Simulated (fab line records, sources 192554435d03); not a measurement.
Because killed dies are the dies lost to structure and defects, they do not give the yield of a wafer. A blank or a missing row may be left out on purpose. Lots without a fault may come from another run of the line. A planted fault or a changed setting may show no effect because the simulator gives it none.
The tool behind it: which one? + flow n5-finfet + Sampling: 9 lots, 26 wafers, 4 of 1938 route steps

== WHAT THE GAUGES SHOWED, per wafer ==
N5_HKMG_FIN_CD_MEAS_12: the cd target is 92.8 nm.
| lot  | measured    | on        | cd-nm (nm)     |
|------|-------------|-----------|----------------|
| L951 | day 4 09:17 | cd-sem-01 | 92.2 93.9 92.2 |
| L952 | day 4 15:42 | cd-sem-02 | 92.1 92.4 92.3 |
| L955 | day 5 10:49 | cd-sem-01 | 85.9 85.7 85.7 |
| L960 | day 6 18:32 | cd-sem-03 | 86.4 87.2 87.1 |
| L961 | day 6 22:30 | cd-sem-01 | 93.8 93.8 93.5 |
| L963 | day 8 07:19 | cd-sem-02 | 92.7 93.6 92.3 |
| L964 | day 8 10:45 | cd-sem-03 | 92.5 91.9 92.3 |
| L966 | day 8 13:20 | cd-sem-02 | 91.9 92.2 91.3 |
| L969 | day 9 16:04 | cd-sem-01 | 93.1 93.3      |

== WHAT TOOL EACH LOT RAN ON (gives the tool, then ch and the chambers of the sampled wafers, and finally the start) ==
| lot  | N5_HKMG_FIN_DESCUM_53             | N5_HKMG_FIN_STRIP_93              | N5_HKMG_FIN_EXPOSE_09             |
|------|-----------------------------------|-----------------------------------|-----------------------------------|
| L951 | rie-diel-04 ch 2,3, day 4 06:00   | rie-diel-04 ch 2,3, day 4 06:44   | arfi-scanner-01 ch 0, day 4 09:10 |
| L952 | rie-diel-06 ch 1,2, day 4 12:23   | rie-diel-06 ch 1,2, day 4 13:07   | arfi-scanner-01 ch 0, day 4 15:35 |
| L955 | rie-diel-06 ch 1,2, day 5 07:38   | rie-diel-06 ch 1,2, day 5 08:21   | arfi-scanner-01 ch 0, day 5 10:41 |
| L960 | rie-diel-06 ch 1,2, day 6 15:16   | rie-diel-06 ch 1,2, day 6 15:59   | arfi-scanner-01 ch 0, day 6 18:25 |
| L961 | rie-diel-04 ch 0,1,3, day 6 18:48 | rie-diel-04 ch 0,1,3, day 6 19:32 | arfi-scanner-03 ch 0, day 6 22:23 |
| L963 | rie-diel-04 ch 1,2,3, day 8 04:10 | rie-diel-04 ch 1,2,3, day 8 04:54 | arfi-scanner-03 ch 0, day 8 07:12 |
| L964 | rie-diel-05 ch 2,3, day 8 07:25   | rie-diel-05 ch 2,3, day 8 08:08   | arfi-scanner-03 ch 0, day 8 10:37 |
| L966 | rie-diel-04 ch 0,2,3, day 8 09:58 | rie-diel-04 ch 0,2,3, day 8 10:41 | arfi-scanner-02 ch 0, day 8 13:13 |
| L969 | rie-diel-05 ch 1, day 9 12:54     | rie-diel-05 ch 1, day 9 13:38     | arfi-scanner-02 ch 0, day 9 15:56 |
- N5_HKMG_FIN_DESCUM_53: chemistry O2, time 7.9 s.
- N5_HKMG_FIN_STRIP_93: strips SOC in N2/H2, time 20 s.
- N5_HKMG_FIN_EXPOSE_09: exposes mask NWFM.

== THE ANSWER, worked out from the rows above alone ==
Rule: the usual values come from the lots themselves. Put in order of their means at a reading, lots are off if they are a third of the lots or fewer, leave a main group of 4 or more, and stand apart from it by a gap of 3 or more times the standard deviation of the main group's means; of several such gaps the widest counts. A main group is skipped when, at the precision printed for the reading in the tables above, its means are all equal. A lot without any number at a reading at which 4 lots or more have one is off too. Where the step has rows for the other lots, those lots are counted as sound.
Off: L955, L960 (N5_HKMG_FIN_CD_MEAS_12, cd-nm). Mean 92.7 nm and standard deviation 0.6 in the main group.
A tool fits if, at a process step before that reading, it ran every lot that is off, and no sound lot after the first of them. Those tools and the gauges at N5_HKMG_FIN_CD_MEAS_12 are tried in the same way. Can't be told from this: 2 tools fit, rie-diel-06 at N5_HKMG_FIN_DESCUM_53 and N5_HKMG_FIN_STRIP_93, arfi-scanner-01 at N5_HKMG_FIN_EXPOSE_09.

== WHAT THE SIMULATOR HAD INSERTED ==
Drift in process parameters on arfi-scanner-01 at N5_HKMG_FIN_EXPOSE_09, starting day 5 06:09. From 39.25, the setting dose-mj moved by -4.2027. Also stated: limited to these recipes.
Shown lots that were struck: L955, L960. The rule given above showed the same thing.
